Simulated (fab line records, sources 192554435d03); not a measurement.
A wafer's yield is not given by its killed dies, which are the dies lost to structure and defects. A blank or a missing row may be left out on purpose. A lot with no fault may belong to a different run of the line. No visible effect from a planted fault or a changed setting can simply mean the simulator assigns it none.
Chamber matching + flow n5 finfet + N5_FIN_CUT_CUT_ETCH_27 on rie diel-03 has 4 sister chambers
The step etches SiO2 in CHF3/O2, target depth 4 nm, overetch 2 nm, time 4.9 s. 4 wafers are shown with their chamber, then 7 later ones without.

== WAFERS PAIRED WITH THEIR CHAMBERS ==
| wafer  | chamber | throttle valve pct (%) |
|--------|---------|------------------------|
| L087.4 | 3       | 18.95                  |
| L089.1 | 1       | 19.19                  |
| L090.2 | 2       | 18.79                  |
| L090.4 | 0       | 18.56                  |

== WAFERS WITH NO CHAMBER GIVEN ==
| wafer  | throttle valve pct (%) |
|--------|------------------------|
| L090.5 | 18.56                  |
| L091.2 | 18.78                  |
| L091.5 | 19.20                  |
| L091.6 | 18.56                  |
| L095.1 | 19.21                  |
| L095.3 | 18.57                  |
| L095.4 | 19.22                  |

== THE CHAMBER EACH PASSED THROUGH ==
| wafer  | from the rows above | in truth |
|--------|---------------------|----------|
| L090.5 | 0                   | 0        |
| L091.2 | 2                   | 2        |
| L091.5 | 1                   | 1        |
| L091.6 | 0                   | 0        |
| L095.1 | 1                   | 1        |
| L095.3 | 0                   | 0        |
| L095.4 | 1                   | 1        |
Placed correctly: 7 of 7. Can't be placed from these rows: 0. 0 placed wrongly.
How it was worked out, from the rows above alone: a wafer's distance from a chamber is the root of the sum, over the readings, of the square of ((its reading less the chamber's mean) divided by the reading's scatter). The wafer belongs to the nearest chamber; if the next one is less than 2 further off, it can't be placed. Each chamber's mean is taken over the wafers shown for it. The scatter: with one shown wafer a chamber, the root of the mean of the squares of how far each hidden wafer lies from its nearest shown one.
